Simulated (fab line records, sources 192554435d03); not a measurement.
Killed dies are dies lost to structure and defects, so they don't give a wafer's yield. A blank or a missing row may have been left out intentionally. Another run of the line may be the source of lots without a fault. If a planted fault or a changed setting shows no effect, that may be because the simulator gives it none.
One fault seen from 2 desks	flow n5 finfet	every desk sees just its own numbers, and what lay behind them comes last

== TOOL OWNER'S DESK, rie diel-04 ==
The tool's own readings at N5_HKMG_FIN_ETCH_35 (etches SOC in N2/H2, target depth 215.8 nm, time 243.4 s): means of the sampled wafers that have a number, for each lot that ran on this tool. The brackets show how far a lot's mean lies from the usual mean; more than 4 standard deviations puts the lot out of limits, marked OUT.
Columns: A = bias w at N5_HKMG_FIN_ETCH_35, usual 5.001 W; B = drypump motor current A at N5_HKMG_FIN_ETCH_35, usual 5.5 A; C = oes product au at N5_HKMG_FIN_ETCH_35, usual 0.78 a.u.; D = rf fwd power W at N5_HKMG_FIN_ETCH_35, usual 2991 W; E = rf vpp V at N5_HKMG_FIN_ETCH_35, usual 141.5 V; F = showerhead plenum p Torr at N5_HKMG_FIN_ETCH_35, usual 2.54 Torr; G = throttle valve pct at N5_HKMG_FIN_ETCH_35, usual 17.80 %
lot	first seen here	A	B	C	D	E	F	G
L271	day 4 06:55	4.996	5.6	0.72	2989	141.0	2.50	17.90
L277	day 5 19:05	5.006	5.6	0.71	2994	141.4	2.49	17.91
L278	day 6 03:10	4.998	5.2	0.85	2981	141.3	2.46	17.71
L281	day 7 02:25	4.979	5.1	0.80	2761 (-26) OUT	146.7 (+4.7) OUT	2.46	17.65
This desk's verdict: out of limits on L281, starting with L281 at day 7 02:25 (rf fwd power W at N5_HKMG_FIN_ETCH_35). L271, L277, L278 stayed within limits.

== THE METROLOGY DESK ==
Lot by lot, what the gauges showed, no matter which tool ran the lot: averages of those sampled wafers that carry a number. The brackets show how far a lot's mean lies from the usual mean; more than 4 standard deviations puts the lot out of limits, marked OUT. Of its 10 readings 7 are shown: those that lie furthest out on some lot.
Columns: A = DIBL_N at N5_BEOL_M4_RC_MEAS_101, usual 36.9 mV/V; B = DIBL_P at N5_BEOL_M4_RC_MEAS_101, usual 36.7 mV/V; C = IOFF_N at N5_BEOL_M4_RC_MEAS_101, usual 0.17 nA/um; D = IOFF_P at N5_BEOL_M4_RC_MEAS_101, usual 0.22 nA/um; E = ION_P at N5_BEOL_M4_RC_MEAS_101, usual 461 uA/um; F = VT_N at N5_BEOL_M4_RC_MEAS_101, usual 249 mV; G = VT_P at N5_BEOL_M4_RC_MEAS_101, usual -250 mV
lot	first seen here	A	B	C	D	E	F	G
L271	day 8 01:31	35.9	35.7	0.14	0.19	456	252	-252
L277	day 9 04:58	37.7	39.4	0.20	0.23	459	248	-252
L278	day 9 08:10	36.3	36.7	0.16	0.23	466	248	-247
L281	day 11 08:37	39.1	37.7	0.21	0.24	464	248	-250
L285	day 11 09:52	37.5	38.1	0.19	0.25	468	248	-248
L287	day 11 13:01	37.1	36.7	0.16	0.19	455	250	-252
L292	day 13 05:11	34.4	33.5	0.13	0.18	459	255	-252
L293	day 13 07:12	37.1	38.0	0.19	0.27	471	247	-246
This desk's finding: nothing out of limits on any of the 8 lots.

== PUT TOGETHER ==
On L281, at day 7 02:25, an alarm was possible from the tool owner's desk.
The metrology desk saw nothing out of limits.
The metrology desk holds a record of L281, inside its limits.
All the named lots went through N5_HKMG_FIN_ETCH_35 on rie diel-04.

== WHAT WAS PUT IN BY THE SIMULATOR ==
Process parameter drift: rie diel-04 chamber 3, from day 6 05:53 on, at N5_HKMG_FIN_ETCH_35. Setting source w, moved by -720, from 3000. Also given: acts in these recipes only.
Lots struck among those shown: L281.
Delay in hours, fault start to first out-of-limits reading, by desk: the tool owner's desk at 21.
